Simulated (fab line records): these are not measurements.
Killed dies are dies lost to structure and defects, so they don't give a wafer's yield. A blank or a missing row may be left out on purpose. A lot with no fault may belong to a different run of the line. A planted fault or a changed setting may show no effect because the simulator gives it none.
Which tool did it? | flow n5Finfet | 24 lots, 72 wafers sampled, at 6 steps of a route of 1938

## WHAT THE GAUGES READ, wafer by wafer
N5_BEOL_M1_RS_MEAS_58: a four-point-probe measurement.
lot  | measured     | on           | M1_RS (ohm/sq)
L074 | day 6 11:35  | filmMetro-02 | 0.63 0.62 0.64
L075 | day 6 14:50  | filmMetro-02 | 0.70 0.69 0.66
L076 | day 6 19:38  | filmMetro-02 | 0.73 0.67 0.68
L077 | day 7 05:29  | filmMetro-02 | 0.70 0.67 0.68
L078 | day 7 11:56  | filmMetro-01 | 0.66 0.67 0.62
L080 | day 7 20:32  | filmMetro-02 | 0.69 0.68 0.70
L079 | day 8 01:06  | filmMetro-01 | 0.69 0.74 0.72
L081 | day 8 04:19  | filmMetro-01 | 0.73 0.67 0.69
L082 | day 8 15:44  | filmMetro-01 | 0.69 0.69 0.70
L083 | day 8 17:33  | filmMetro-01 | 0.67 0.69 0.67
L084 | day 8 22:49  | filmMetro-02 | 0.75 0.71 0.68
L085 | day 9 10:37  | filmMetro-01 | 0.71 0.68 0.64
L086 | day 9 13:25  | filmMetro-02 | 0.72 0.67 0.69
L087 | day 9 16:49  | filmMetro-02 | 0.70 0.68 0.71
L089 | day 10 01:20 | filmMetro-02 | 0.72 0.73 0.70
L088 | day 10 13:26 | filmMetro-01 | 0.72 0.66 0.64
L090 | day 10 16:18 | filmMetro-02 | 0.64 0.65 0.61
L091 | day 10 19:53 | filmMetro-02 | 0.65 0.61 0.61
L092 | day 10 22:35 | filmMetro-02 | 0.68 0.63 0.61
L093 | day 11 01:11 | filmMetro-01 | 0.66 0.69 0.67
L094 | day 11 04:47 | filmMetro-02 | 0.68 0.65 0.66
L095 | day 11 12:30 | filmMetro-02 | 0.66 0.71 0.64
L096 | day 12 09:56 | filmMetro-02 | 0.66 0.67 0.60
L097 | day 12 07:05 | filmMetro-02 | 0.70 0.72 0.69

## TOOL THAT RAN EACH LOT (tool first, then ch and the chambers of the sampled wafers, then the start)
lot  | N5_BEOL_M1_ETCH_77                | N5_BEOL_M1_ETCH_69                | N5_BEOL_M1_PRE_CLEAN_45     | N5_BEOL_M1_ALD_84                  | N5_BEOL_M1_SPUTTER_96
L074 | rieDiel-06 ch 1,3, day 6 04:14    | rieDiel-06 ch 1,3, day 6 04:15    | pvdSputter-02, day 6 08:04  | aldMetal-02 ch 1,2,3, day 6 08:07  | pvdSputter-03, day 6 10:32
L075 | rieDiel-02 ch 0,1, day 6 08:19    | rieDiel-02 ch 0,1, day 6 08:20    | pvdSputter-01, day 6 11:13  | aldMetal-02 ch 0,1,3, day 6 11:17  | pvdSputter-01, day 6 13:47
L076 | rieDiel-02 ch 1,2, day 6 13:19    | rieDiel-02 ch 1,2, day 6 13:20    | pvdSputter-01, day 6 16:14  | aldMetal-03 ch 0,2,3, day 6 16:17  | pvdSputter-02, day 6 18:31
L077 | rieDiel-02 ch 1,2,3, day 6 21:04  | rieDiel-02 ch 1,2,3, day 6 21:05  | pvdSputter-02, day 7 01:27  | aldMetal-02 ch 2,3, day 7 01:31    | pvdSputter-02, day 7 04:09
L078 | rieDiel-06 ch 0,1,2, day 7 02:08  | rieDiel-06 ch 0,1,2, day 7 02:10  | pvdSputter-03, day 7 08:28  | aldMetal-02 ch 1,2,3, day 7 08:32  | pvdSputter-01, day 7 10:53
L080 | rieDiel-06 ch 1,2,3, day 7 10:53  | rieDiel-06 ch 1,2,3, day 7 10:55  | pvdSputter-03, day 7 16:44  | aldMetal-02 ch 0,2,3, day 7 16:48  | pvdSputter-01, day 7 19:25
L079 | rieDiel-02 ch 0,1, day 7 17:41    | rieDiel-02 ch 0,1, day 7 17:42    | pvdSputter-02, day 7 20:13  | aldMetal-04 ch 1,2, day 7 20:17    | pvdSputter-03, day 8 00:02
L081 | rieDiel-01 ch 1,2, day 7 21:23    | rieDiel-01 ch 1,2, day 7 21:25    | pvdSputter-03, day 8 00:49  | aldMetal-04 ch 1,2, day 8 00:56    | pvdSputter-03, day 8 03:14
L082 | rieDiel-01 ch 0,3, day 8 07:50    | rieDiel-01 ch 0,3, day 8 07:51    | pvdSputter-01, day 8 12:04  | aldMetal-03 ch 0,1, day 8 12:21    | pvdSputter-01, day 8 14:41
L083 | rieDiel-01 ch 0,1,2, day 8 12:21  | rieDiel-01 ch 0,1,2, day 8 12:22  | pvdSputter-02, day 8 14:09  | aldMetal-04 ch 0,1,2, day 8 14:13  | pvdSputter-03, day 8 16:30
L084 | rieDiel-02 ch 0,3, day 8 18:26    | rieDiel-02 ch 0,3, day 8 18:27    | pvdSputter-02, day 8 19:28  | aldMetal-02 ch 1,2, day 8 19:32    | pvdSputter-02, day 8 21:46
L085 | rieDiel-06 ch 0,1,2, day 9 00:06  | rieDiel-06 ch 0,1,2, day 9 00:07  | pvdSputter-03, day 9 06:32  | aldMetal-03 ch 0,1,2, day 9 06:35  | pvdSputter-02, day 9 09:31
L086 | rieDiel-01 ch 2,3, day 9 06:37    | rieDiel-01 ch 2,3, day 9 06:38    | pvdSputter-01, day 9 09:59  | aldMetal-03 ch 0,2,3, day 9 10:03  | pvdSputter-02, day 9 12:21
L087 | rieDiel-06 ch 0,1,2, day 9 11:04  | rieDiel-06 ch 0,1,2, day 9 11:05  | pvdSputter-02, day 9 13:21  | aldMetal-04 ch 0,1,2, day 9 13:25  | pvdSputter-01, day 9 15:44
L089 | rieDiel-02 ch 1,2,3, day 9 20:10  | rieDiel-02 ch 1,2,3, day 9 20:11  | pvdSputter-01, day 9 21:54  | aldMetal-02 ch 0,1,3, day 9 21:58  | pvdSputter-01, day 10 00:17
L088 | rieDiel-02 ch 0,2,3, day 9 22:32  | rieDiel-02 ch 0,2,3, day 9 22:32  | pvdSputter-01, day 10 09:46 | aldMetal-03 ch 0,1,3, day 10 09:50 | pvdSputter-01, day 10 12:23
L090 | rieDiel-02 ch 0,1,3, day 10 02:34 | rieDiel-02 ch 0,1,3, day 10 02:34 | pvdSputter-03, day 10 12:55 | aldMetal-02 ch 0,1,3, day 10 12:58 | pvdSputter-02, day 10 15:15
L091 | rieDiel-06 ch 0,2, day 10 14:24   | rieDiel-06 ch 0,2, day 10 14:25   | pvdSputter-01, day 10 16:13 | aldMetal-04 ch 1,3, day 10 16:17   | pvdSputter-03, day 10 18:50
L092 | rieDiel-02 ch 0,2,3, day 10 17:47 | rieDiel-02 ch 0,2,3, day 10 17:48 | pvdSputter-01, day 10 19:01 | aldMetal-03 ch 0,1, day 10 19:05   | pvdSputter-01, day 10 21:24
L093 | rieDiel-01 ch 1,2,3, day 10 19:14 | rieDiel-01 ch 1,2,3, day 10 19:16 | pvdSputter-03, day 10 21:47 | aldMetal-04 ch 0,2, day 10 21:51   | pvdSputter-01, day 11 00:08
L094 | rieDiel-06 ch 1,2,3, day 10 23:07 | rieDiel-06 ch 1,2,3, day 10 23:08 | pvdSputter-01, day 11 01:22 | aldMetal-03 ch 1,2,3, day 11 01:26 | pvdSputter-03, day 11 03:42
L095 | rieDiel-02 ch 1,2,3, day 11 05:41 | rieDiel-02 ch 1,2,3, day 11 05:43 | pvdSputter-01, day 11 07:39 | aldMetal-04 ch 1,2,3, day 11 07:50 | pvdSputter-02, day 11 11:16
L096 | rieDiel-02 ch 0,3, day 11 18:16   | rieDiel-02 ch 0,3, day 11 18:17   | pvdSputter-02, day 12 03:50 | aldMetal-04 ch 1,2,3, day 12 04:02 | pvdSputter-02, day 12 07:58
L097 | rieDiel-06 ch 0,1,2, day 11 20:13 | rieDiel-06 ch 0,1,2, day 11 20:14 | pvdSputter-02, day 12 03:33 | aldMetal-02 ch 0,2,3, day 12 03:37 | pvdSputter-02, day 12 05:58
- N5_BEOL_M1_ETCH_77: etches underlayer in N2/H2, target depth 6.5 nm, time 5.2 s.
- N5_BEOL_M1_ETCH_69: etches SiARC in CF4, target depth 15.6 nm, time 26 s.
- N5_BEOL_M1_PRE_CLEAN_45: time 30 s.
- N5_BEOL_M1_ALD_84: deposits TaN, pulse time 2 s, purge time 3 s, co reactant purge time 2 s.
- N5_BEOL_M1_SPUTTER_96: material Cu, target thk 4.5 nm, time 8.29 s.

## WHAT THE TOOLS THEMSELVES READ (means of the sampled wafers that have a number; where no wafer has one, the mark that the record gives instead)
N5_BEOL_M1_ETCH_77.
lot  | tool       | drypumpMotorCurrentA (A) | etchRfOnTimeS (s) | n2FlowSccm (sccm) | oesProductAu (a.u.) | rfVppV (V) | showerheadPlenumPTorr (Torr) | throttleValvePct (%)
L074 | rieDiel-06 | 5.1                      | 5.24              | 200.1             | 0.64                | 521.4      | 2.44                         | 17.81
L075 | rieDiel-02 | 5.6                      | 5.11              | 200.0             | 0.74                | 526.3      | 2.62                         | 17.59
L076 | rieDiel-02 | 5.5                      | 5.24              | 200.2             | 0.65                | 520.8      | 2.44                         | 17.75
L077 | rieDiel-02 | 5.8                      | 5.23              | 199.7             | 0.66                | 523.1      | 2.48                         | 17.73
L078 | rieDiel-06 | 5.1                      | 5.20              | 200.4             | 0.65                | 522.7      | 2.48                         | 17.96
L080 | rieDiel-06 | 5.1                      | 5.22              | 200.1             | 0.63                | 520.8      | 2.43                         | 17.84
L079 | rieDiel-02 | 5.9                      | 5.15              | 200.2             | 0.69                | 523.1      | 2.53                         | 17.66
L081 | rieDiel-01 | 5.8                      | 5.18              | 198.8             | 0.62                | 525.3      | 2.57                         | 17.80
L082 | rieDiel-01 | 5.6                      | 5.11              | 200.4             | 0.63                | 522.0      | 2.46                         | 17.93
L083 | rieDiel-01 | 5.5                      | 5.14              | 200.0             | 0.64                | 522.3      | 2.50                         | 17.78
L084 | rieDiel-02 | 5.5                      | 5.11              | 200.1             | 0.73                | 527.0      | 2.65                         | 17.66
L085 | rieDiel-06 | 5.2                      | 5.21              | 200.4             | 0.64                | 520.9      | 2.47                         | 17.96
L086 | rieDiel-01 | 5.9                      | 5.17              | 199.7             | 0.60                | 522.0      | 2.52                         | 17.95
L087 | rieDiel-06 | 5.2                      | 5.32              | 200.1             | 0.63                | 520.8      | 2.47                         | 17.99
L089 | rieDiel-02 | 5.8                      | 5.22              | 200.7             | 0.65                | 522.7      | 2.47                         | 17.77
L088 | rieDiel-02 | 5.4                      | 5.12              | 199.6             | 0.67                | 523.1      | 2.55                         | 17.72
L090 | rieDiel-02 | 5.8                      | 5.15              | 199.7             | 0.68                | 524.1      | 2.56                         | 17.70
L091 | rieDiel-06 | 5.2                      | 5.30              | 199.5             | 0.61                | 524.1      | 2.47                         | 17.99
L092 | rieDiel-02 | 5.4                      | 5.14              | 199.9             | 0.66                | 523.7      | 2.55                         | 17.74
L093 | rieDiel-01 | 5.6                      | 5.16              | 199.9             | 0.60                | 524.4      | 2.55                         | 17.96
L094 | rieDiel-06 | 5.2                      | 5.21              | 200.3             | 0.61                | 519.8      | 2.42                         | 17.88
L095 | rieDiel-02 | 5.8                      | 5.17              | 200.2             | 0.64                | 521.9      | 2.47                         | 17.80
L096 | rieDiel-02 | 5.7                      | 5.16              | 200.0             | 0.67                | 525.3      | 2.58                         | 17.72
L097 | rieDiel-06 | 5.1                      | 5.23              | 200.1             | 0.62                | 521.5      | 2.46                         | 18.00

N5_BEOL_M1_ETCH_69.
lot  | tool       | drypumpMotorCurrentA (A) | etchRfOnTimeS (s) | oesProductAu (a.u.) | rfVppV (V) | showerheadPlenumPTorr (Torr) | throttleValvePct (%)
L074 | rieDiel-06 | 5.1                      | 26.0              | 0.65                | 182.8      | 2.06                         | 15.59
L075 | rieDiel-02 | 5.6                      | 26.1              | 0.74                | 184.7      | 2.20                         | 15.27
L076 | rieDiel-02 | 5.5                      | 26.1              | 0.66                | 183.4      | 2.06                         | 15.49
L077 | rieDiel-02 | 5.7                      | 25.8              | 0.67                | 183.0      | 2.09                         | 15.50
L078 | rieDiel-06 | 5.2                      | 26.1              | 0.65                | 184.8      | 2.09                         | 15.72
L080 | rieDiel-06 | 5.2                      | 26.2              | 0.62                | 182.5      | 2.06                         | 15.61
L079 | rieDiel-02 | 6.0                      | 26.0              | 0.69                | 183.6      | 2.12                         | 15.34
L081 | rieDiel-01 | 5.8                      | 25.9              | 0.62                | 184.2      | 2.16                         | 15.60
L082 | rieDiel-01 | 5.6                      | 25.6              | 0.63                | 182.7      | 2.08                         | 15.63
L083 | rieDiel-01 | 5.5                      | 25.8              | 0.64                | 183.5      | 2.11                         | 15.58
L084 | rieDiel-02 | 5.5                      | 25.9              | 0.72                | 185.3      | 2.22                         | 15.37
L085 | rieDiel-06 | 5.2                      | 26.2              | 0.64                | 183.3      | 2.09                         | 15.75
L086 | rieDiel-01 | 5.9                      | 26.2              | 0.60                | 183.9      | 2.12                         | 15.66
L087 | rieDiel-06 | 5.2                      | 26.5              | 0.63                | 183.3      | 2.09                         | 15.74
L089 | rieDiel-02 | 5.8                      | 26.2              | 0.64                | 183.9      | 2.08                         | 15.54
L088 | rieDiel-02 | 5.4                      | 25.9              | 0.67                | 183.6      | 2.16                         | 15.49
L090 | rieDiel-02 | 5.8                      | 25.5              | 0.69                | 183.8      | 2.15                         | 15.43
L091 | rieDiel-06 | 5.2                      | 25.9              | 0.62                | 183.5      | 2.09                         | 15.76
L092 | rieDiel-02 | 5.4                      | 25.9              | 0.67                | 183.9      | 2.15                         | 15.50
L093 | rieDiel-01 | 5.6                      | 25.9              | 0.60                | 184.9      | 2.15                         | 15.72
L094 | rieDiel-06 | 5.2                      | 25.8              | 0.62                | 182.4      | 2.05                         | 15.67
L095 | rieDiel-02 | 5.8                      | 26.0              | 0.64                | 184.4      | 2.08                         | 15.55
L096 | rieDiel-02 | 5.7                      | 25.7              | 0.66                | 185.1      | 2.18                         | 15.53
L097 | rieDiel-06 | 5.1                      | 25.9              | 0.62                | 183.1      | 2.08                         | 15.79

N5_BEOL_M1_PRE_CLEAN_45.
lot  | tool          | heaterPowerW (W)
L074 | pvdSputter-02 | 311
L075 | pvdSputter-01 | 320
L076 | pvdSputter-01 | 326
L077 | pvdSputter-02 | 323
L078 | pvdSputter-03 | 372
L080 | pvdSputter-03 | 340
L079 | pvdSputter-02 | 327
L081 | pvdSputter-03 | 377
L082 | pvdSputter-01 | 332
L083 | pvdSputter-02 | 325
L084 | pvdSputter-02 | 343
L085 | pvdSputter-03 | 344
L086 | pvdSputter-01 | 339
L087 | pvdSputter-02 | 321
L089 | pvdSputter-01 | 322
L088 | pvdSputter-01 | 318
L090 | pvdSputter-03 | 361
L091 | pvdSputter-01 | 333
L092 | pvdSputter-01 | 331
L093 | pvdSputter-03 | 361
L094 | pvdSputter-01 | 318
L095 | pvdSputter-01 | 323
L096 | pvdSputter-02 | 331
L097 | pvdSputter-02 | 308

N5_BEOL_M1_ALD_84.
lot  | tool        | heaterPowerW (W) | precursorVesselPressureTorr (Torr)
L074 | aldMetal-02 | 418              | 26.27
L075 | aldMetal-02 | 423              | 26.24
L076 | aldMetal-03 | 396              | 26.24
L077 | aldMetal-02 | 427              | 26.21
L078 | aldMetal-02 | 421              | 26.24
L080 | aldMetal-02 | 416              | 26.23
L079 | aldMetal-04 | 408              | 26.27
L081 | aldMetal-04 | 424              | 26.28
L082 | aldMetal-03 | 431              | 26.26
L083 | aldMetal-04 | 422              | 26.24
L084 | aldMetal-02 | 405              | 26.17
L085 | aldMetal-03 | 432              | 26.30
L086 | aldMetal-03 | 395              | 26.22
L087 | aldMetal-04 | 424              | 26.25
L089 | aldMetal-02 | 429              | 26.24
L088 | aldMetal-03 | 431              | 26.28
L090 | aldMetal-02 | 420              | 26.22
L091 | aldMetal-04 | 402              | 26.24
L092 | aldMetal-03 | 426              | 26.33
L093 | aldMetal-04 | 420              | 26.22
L094 | aldMetal-03 | 431              | 26.20
L095 | aldMetal-04 | 400              | 26.29
L096 | aldMetal-04 | 401              | 26.28
L097 | aldMetal-02 | 410              | 26.28

N5_BEOL_M1_SPUTTER_96.
lot  | tool          | chamberPressurePa (Pa) | substrateTempC (C) | throttleValvePct (%)
L074 | pvdSputter-03 | 0.07                   | -20.07             | 29.2
L075 | pvdSputter-01 | 0.07                   | -19.87             | 29.3
L076 | pvdSputter-02 | 0.07                   | -20.01             | 30.3
L077 | pvdSputter-02 | 0.07                   | -19.97             | 28.5
L078 | pvdSputter-01 | 0.07                   | -20.08             | 29.8
L080 | pvdSputter-01 | 0.07                   | -20.00             | 28.8
L079 | pvdSputter-03 | 0.07                   | -20.06             | 30.5
L081 | pvdSputter-03 | 0.07                   | -19.96             | 30.2
L082 | pvdSputter-01 | 0.07                   | -20.03             | 29.4
L083 | pvdSputter-03 | 0.07                   | -19.99             | 29.7
L084 | pvdSputter-02 | 0.07                   | -20.03             | 29.7
L085 | pvdSputter-02 | 0.07                   | -19.92             | 29.4
L086 | pvdSputter-02 | 0.07                   | -19.86             | 29.3
L087 | pvdSputter-01 | 0.07                   | -20.00             | 28.8
L089 | pvdSputter-01 | 0.07                   | -20.00             | 28.9
L088 | pvdSputter-01 | 0.07                   | -20.09             | 28.8
L090 | pvdSputter-02 | 0.07                   | -20.01             | 30.1
L091 | pvdSputter-03 | 0.07                   | -19.93             | 30.9
L092 | pvdSputter-01 | 0.07                   | -20.09             | 29.1
L093 | pvdSputter-01 | 0.07                   | -20.11             | 28.8
L094 | pvdSputter-03 | 0.07                   | -20.01             | 30.0
L095 | pvdSputter-02 | 0.07                   | -19.94             | 28.9
L096 | pvdSputter-02 | 0.07                   | -20.06             | 29.1
L097 | pvdSputter-02 | 0.07                   | -19.92             | 29.4

## THE ANSWER, worked out from the rows above alone
Rule: usual is defined by the lots themselves. Put in order of their means at a reading, lots are off if they are a third of the lots or fewer, leave a main group of 4 or more, and stand apart from it by a gap of 3 or more times the standard deviation of the main group's means; of several such gaps the widest counts. The tables above print the reading to a certain number of digits; a main group whose means all agree to those digits is not used. Also off: a lot with no number at a reading for which 4 or more lots have one. Any other lot the step has rows for is counted as sound. The gauges are gone through in route order, then the tools' own readings, and for those a lot's mean is taken as printed above. The first step at which some lot is off is used, and at that step the reading that is off furthest; a lot without a number counts as furthest.
No lot is off at any reading shown: from this, nothing can be told.

## WHAT THE SIMULATOR HAD PUT IN
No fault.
